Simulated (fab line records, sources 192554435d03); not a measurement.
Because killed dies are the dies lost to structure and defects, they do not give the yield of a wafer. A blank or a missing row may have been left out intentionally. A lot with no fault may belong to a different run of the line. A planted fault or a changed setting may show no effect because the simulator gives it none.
Chamber matching :: flow n5-finfet :: N5_BEOL_M9_PECVD_70 on pecvd-02 has 3 sister chambers
The step deposits SiO2 from TEOS/O2, target thk 20 nm, time 22.7 s. 16 wafers are shown with their chamber, then 8 later ones without.

== WAFERS WITH THEIR CHAMBER ==
wafer: L074.1
chamber: 2
showerhead-vpp-V (V): 1392
throttle-valve-pct (%): 23.2
showerhead-plenum-p-Torr (Torr): 8.85

wafer: L074.4
chamber: 0
showerhead-vpp-V (V): 1243
throttle-valve-pct (%): 22.7
showerhead-plenum-p-Torr (Torr): 8.74

wafer: L074.5
chamber: 1
showerhead-vpp-V (V): 1268
throttle-valve-pct (%): 23.4
showerhead-plenum-p-Torr (Torr): 8.84

wafer: L078.1
chamber: 0
showerhead-vpp-V (V): 1227
throttle-valve-pct (%): 22.7
showerhead-plenum-p-Torr (Torr): 8.76

wafer: L078.4
chamber: 1
showerhead-vpp-V (V): 1297
throttle-valve-pct (%): 23.4
showerhead-plenum-p-Torr (Torr): 8.83

wafer: L078.5
chamber: 0
showerhead-vpp-V (V): 1241
throttle-valve-pct (%): 22.6
showerhead-plenum-p-Torr (Torr): 8.76

wafer: L077.1
chamber: 2
showerhead-vpp-V (V): 1381
throttle-valve-pct (%): 23.3
showerhead-plenum-p-Torr (Torr): 8.84

wafer: L077.5
chamber: 0
showerhead-vpp-V (V): 1256
throttle-valve-pct (%): 22.5
showerhead-plenum-p-Torr (Torr): 8.76

wafer: L077.6
chamber: 2
showerhead-vpp-V (V): 1382
throttle-valve-pct (%): 23.0
showerhead-plenum-p-Torr (Torr): 8.82

wafer: L081.1
chamber: 0
showerhead-vpp-V (V): 1250
throttle-valve-pct (%): 22.7
showerhead-plenum-p-Torr (Torr): 8.74

wafer: L081.2
chamber: 1
showerhead-vpp-V (V): 1282
throttle-valve-pct (%): 23.6
showerhead-plenum-p-Torr (Torr): 8.86

wafer: L081.5
chamber: 0
showerhead-vpp-V (V): 1244
throttle-valve-pct (%): 22.7
showerhead-plenum-p-Torr (Torr): 8.74

wafer: L087.3
chamber: 0
showerhead-vpp-V (V): 1250
throttle-valve-pct (%): 22.5
showerhead-plenum-p-Torr (Torr): 8.77

wafer: L087.5
chamber: 0
showerhead-vpp-V (V): 1249
throttle-valve-pct (%): 22.4
showerhead-plenum-p-Torr (Torr): 8.75

wafer: L087.6
chamber: 2
showerhead-vpp-V (V): 1393
throttle-valve-pct (%): 23.1
showerhead-plenum-p-Torr (Torr): 8.86

wafer: L086.1
chamber: 0
showerhead-vpp-V (V): 1249
throttle-valve-pct (%): 22.6
showerhead-plenum-p-Torr (Torr): 8.73

SIGNATURES (averages over the wafers above)
reading: showerhead-vpp-V
chamber 0: 1245.44
chamber 1: 1282.33
chamber 2: 1387.00
scatter within a chamber: 9.15

reading: throttle-valve-pct
chamber 0: 22.600
chamber 1: 23.467
chamber 2: 23.150
scatter within a chamber: 0.117

reading: showerhead-plenum-p-Torr
chamber 0: 8.7500
chamber 1: 8.8433
chamber 2: 8.8425
scatter within a chamber: 0.0145
Rule: distance of a wafer from a chamber = root of the sum over the readings of ((wafer's reading minus chamber's mean) / reading's scatter) squared. If the next closest chamber is less than 2 further off than the closest, the wafer can't be placed; otherwise it belongs to the closest. The scatter is the square root of a quotient: the sum, over the shown wafers, of each reading's squared deviation from its chamber's mean, divided by wafers minus chambers.

== WAFERS WITH NO CHAMBER GIVEN ==
wafer: L086.3
showerhead-vpp-V (V): 1272
throttle-valve-pct (%): 23.4
showerhead-plenum-p-Torr (Torr): 8.83

wafer: L086.4
showerhead-vpp-V (V): 1414
throttle-valve-pct (%): 23.2
showerhead-plenum-p-Torr (Torr): 8.83

wafer: L094.1
showerhead-vpp-V (V): 1248
throttle-valve-pct (%): 22.8
showerhead-plenum-p-Torr (Torr): 8.75

wafer: L094.5
showerhead-vpp-V (V): 1307
throttle-valve-pct (%): 23.8
showerhead-plenum-p-Torr (Torr): 8.84

wafer: L094.6
showerhead-vpp-V (V): 1396
throttle-valve-pct (%): 23.4
showerhead-plenum-p-Torr (Torr): 8.85

wafer: L097.2
showerhead-vpp-V (V): 1288
throttle-valve-pct (%): 23.7
showerhead-plenum-p-Torr (Torr): 8.84

wafer: L097.4
showerhead-vpp-V (V): 1390
throttle-valve-pct (%): 23.4
showerhead-plenum-p-Torr (Torr): 8.84

wafer: L097.6
showerhead-vpp-V (V): 1253
throttle-valve-pct (%): 23.2
showerhead-plenum-p-Torr (Torr): 8.75

== WHICH CHAMBER EACH WENT THROUGH ==
wafer: L086.3
from the rows above: 1
in truth: 1

wafer: L086.4
from the rows above: 2
in truth: 2

wafer: L094.1
from the rows above: 0
in truth: 0

wafer: L094.5
from the rows above: 1
in truth: 1

wafer: L094.6
from the rows above: 2
in truth: 2

wafer: L097.2
from the rows above: 1
in truth: 1

wafer: L097.4
from the rows above: 2
in truth: 2

wafer: L097.6
from the rows above: 0
in truth: 0
Correctly placed: 8 of 8. Can't be placed from these rows: 0. 0 placed wrongly.
